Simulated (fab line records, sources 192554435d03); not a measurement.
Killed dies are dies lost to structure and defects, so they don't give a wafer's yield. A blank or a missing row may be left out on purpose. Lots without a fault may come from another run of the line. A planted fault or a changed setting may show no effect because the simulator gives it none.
Problem report in the 8D (eight disciplines) form, filled by code | flow n5_finfet | the parts of the form that need people (team, actions taken, sign-off) are left out

1. THE PROBLEM
M4_THK at N5_BEOL_M4_THK_MEAS_53 reads a mean of 295.9 nm on 9 wafers of 3 lots; wafers without a fault read 40.2 nm with a standard deviation of 1.4. That is +99 or more standard deviations from the usual mean.
The step: measures by xrf.
First seen on wafer L253.1, day 11 01:19, on film_metro-01. The record holds 27 wafers of 9 lots with a number at this step. Rule for "out", or "out of limits": more than 4 standard deviations from the usual mean. The other wafers with a number count as sound.

2. WHAT IT IS AND WHAT IT IS NOT
question                    | is                     | is not
which readings at this step | M4_THK                 | -
which lots                  | L253, L254, L255       | L244, L248, L257, L262, L264, L265
which wafers of those lots  | all that have a number | -
read on which gauges        | film_metro-01          | film_metro-02
when                        | from day 11 01:19      | up to then (6 sound wafers); but 12 sound wafers of L257, L262, L264, L265 came after

3. SUSPECTS, AND WHAT RULES EACH OUT
Counting: a tool at a process step up to the reading stays a suspect if it ran every lot that is out and no sound lot after the first of them.
- the gauge at N5_BEOL_M4_THK_MEAS_53: ruled out. All the wafers that are out were read on film_metro-01, but those of them that N5_BEOL_M4_INSPECT_59 has rows for are out there too, on other tools.
- cmp-02 at N5_BEOL_M4_CMP_52 (polishes, stops on SiOC, t overpolish 6.8 s, target thk 40 nm): ruled out as a lasting fault. Sound lots L264 ran on it after its first lot that is out, L253 (day 11 01:01).
Left after counting: nothing in the record.

4. THE CAUSE (what the simulator had put in)
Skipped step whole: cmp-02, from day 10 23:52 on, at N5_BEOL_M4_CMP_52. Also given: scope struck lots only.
Counting ruled it out, wrongly: the rule takes a fault to strike every lot that its tool runs from its start on, and this one did not.

5. THE CHAIN OF EFFECTS, in route order
Each row: a reading whose mean over the struck wafers that have a number lies more than 3 standard deviations from the usual. Only readings for which the record gives a usual standard deviation are gone through. hours: the time from each lot's start at the first step in this table that gives one to its start at this step, as a median over the lots. sigmas: the change in usual standard deviations.
hours | step                    | reading              | usual        | on struck wafers | change | sigmas
0     | N5_BEOL_M4_THK_MEAS_53  | M4_THK               | 40.2 nm      | 295.9            | +255.7 | +99 or more
0     | N5_BEOL_M4_RS_MEAS_58   | M4_RS                | 0.658 ohm/sq | 0.058            | -0.600 | -21
0     | N5_BEOL_M4_INSPECT_59   | raw_defect_count     | 66           | 5077             | +5011  | +99 or more
111   | N5_PASSIVATION_PROBE_49 | defect_limited_yield | 90.9 %       | 0.0              | -90.9  | -65
111   | N5_PASSIVATION_PROBE_49 | killed_at_M4_up      | 14           | 1094             | +1080  | +99 or more
111   | N5_PASSIVATION_PROBE_49 | killed_dies          | 107          | 1180             | +1073  | +63
111   | N5_PASSIVATION_PROBE_49 | killed_on_rim        | 14           | 152              | +138   | +31
111   | N5_PASSIVATION_PROBE_49 | sort_n_pass          | 1073         | 0                | -1073  | -63
111   | N5_PASSIVATION_PROBE_49 | sort_yield_pct       | 90.9 %       | 0.0              | -90.9  | -61
The process steps in it:
- N5_PASSIVATION_PROBE_49
Readings that are blank on the struck wafers while sound wafers have them: barrier_field_endpoint_s at N5_BEOL_M4_CMP_52; clearing_platen_down_force_psi at N5_BEOL_M4_CMP_52; motor_current_A at N5_BEOL_M4_CMP_52; overpolish_run_s at N5_BEOL_M4_CMP_52; retaining_ring_pressure_frac at N5_BEOL_M4_CMP_52; time_to_endpoint_s at N5_BEOL_M4_CMP_52.

6. WHAT WOULD HAVE CAUGHT IT SOONER
In this record the first reading out of limits at a measuring or inspecting step was taken at day 11 01:19, 1 hour after the fault began at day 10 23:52.
At N5_BEOL_M4_CMP_52 the tool's readings are blank on the struck wafers, where sound wafers have them: an empty tool record is the first sign, and it was there at once.
